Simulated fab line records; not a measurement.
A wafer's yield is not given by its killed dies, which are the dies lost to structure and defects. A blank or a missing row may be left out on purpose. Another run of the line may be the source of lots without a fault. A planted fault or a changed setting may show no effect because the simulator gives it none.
A struck lot beside a sound one / flow n5 finfet / 15 out of 1938 route steps
Sound: wafers L498.1, L498.4, L498.6. Struck: wafer L495.5. (L495.4 of the same lot was not struck and is left out.) The cause comes at the end.
Each step with rows lists, per side, the tool, then ch with its chambers, then its first start. Under that, the readings that differ: sound wafers / struck wafers / difference of the means / sigmas: that difference in standard deviations of wafers without a fault.
alike: readings whose means differ by less than 2 such deviations, and words and numbers that are the same on both sides. not compared: withheld readings, readings that some wafer has no value for, bounds like >300 that may hide the same value, and numbers for which the record gives no deviation and whose values overlap.
The two part at a step that has a row with sigmas, a row that says differs or no value, or rows on one side only. When numbers do not overlap yet have no deviation, they are printed without sigmas and do not part them. A reading missing from all wafers of one side parts the sides only when that side holds two or more wafers.

first, 6 steps without rows for these wafers: N5_MOL_CONTACT_COAG_COAT_34 (resist thk 40 nm); N5_MOL_CONTACT_COAG_EBR_36; N5_MOL_CONTACT_COAG_SOFTBAKE_35 (time 60 s); N5_MOL_CONTACT_COAG_EXPOSE_37 (exposes mask VD, defocus 0 nm); N5_MOL_CONTACT_COAG_PEB_38 (peb time 60 s); N5_MOL_CONTACT_COAG_DEVELOP_39 (develop time 30 s).
N5_MOL_CONTACT_COAG_CD_MEAS_40: the cd target is 25.1 nm.
  sound on cd sem-02 ch 0, day 9 04:37; struck on cd sem-02 ch 0, day 8 13:31
  alike: cd nm
N5_MOL_CONTACT_COAG_OVL_MEAS_41:
  sound on overlay-01 ch 0, day 9 04:38; struck on overlay-02 ch 0, day 8 13:34
  alike: VD_OVL
N5_MOL_CONTACT_COAG_INSPECT_42: inspects for defects (brightfield).
  sound: defect inspect-02 at day 9 04:41; struck: defect inspect-01 at day 8 13:36
  alike: raw defect count
N5_MOL_CONTACT_COAG_DESCUM_45: chemistry O2, time 7 s.
  sound on rie diel-05 ch 1,2, day 9 04:44; struck on rie diel-02 ch 2, day 8 13:38
  alike: bias power w, drypump motor current A, oes product au, rf vpp V, showerhead plenum p Torr, throttle valve pct
  not compared: rf hours counter h
N5_MOL_CONTACT_COAG_ETCH_65: etches underlayer in N2/H2, target depth 13 nm, time 10.4 s.
  sound on rie diel-05 ch 1,2, day 9 04:46; struck on rie diel-02 ch 2, day 8 13:40
  alike: drypump motor current A, etch rf on time s, oes product au, rf vpp V, showerhead plenum p Torr, throttle valve pct
  not compared: rf hours counter h
N5_MOL_CONTACT_COAG_ETCH_66: etches SiARC in CF4, target depth 13 nm, time 21.7 s.
  sound on rie diel-05 ch 1,2, day 9 04:47; struck on rie diel-02 ch 2, day 8 13:41
  alike: drypump motor current A, etch rf on time s, oes product au, rf vpp V, showerhead plenum p Torr, throttle valve pct
  not compared: rf hours counter h
N5_MOL_CONTACT_COAG_ALD_133: deposits SiO2, target thk 5 nm, pulse time 1 s, co reactant pulse time 1 s.
  sound on ald sin-04 ch 0,2, day 9 04:58; struck on ald sin-01 ch 2, day 8 14:04
reading=ald cycles; sound=35 35 35; struck=18; difference=-17; sigmas=
reading=model.SiO2_of_MOL_CONTACT_COAG_ALD_133.thk nm (nm); sound=5 5 5; struck=2.6; difference=-2.4; sigmas=
  alike: heater power w, precursor pulse height rel
N5_MOL_CONTACT_COAG_ETCHBACK_134: etches SiO2 in CHF3, target depth 10 nm, time 6.7 s.
  sound on rie diel-05 ch 1,2,3, day 9 05:08; struck on rie diel-04 ch 2, day 8 14:15
  alike: drypump motor current A, oes product au, rf vpp V, showerhead plenum p Torr, throttle valve pct
  not compared: rf hours counter h
-- here the record skips 7 days between the struck wafers' starts before and after, leaving off in module MOL_CONTACT_COAG and picking up in module PASSIVATION (first step shown: number 1936 of the route) --
N5_PASSIVATION_PROBE_49:
  rows exist in the record for the struck wafers here (prober-02, day 15 13:55), but not for the sound ones

## WHERE THEY PART
Within this record, at N5_PASSIVATION_PROBE_49 only.

WHY: the cause the simulator had injected
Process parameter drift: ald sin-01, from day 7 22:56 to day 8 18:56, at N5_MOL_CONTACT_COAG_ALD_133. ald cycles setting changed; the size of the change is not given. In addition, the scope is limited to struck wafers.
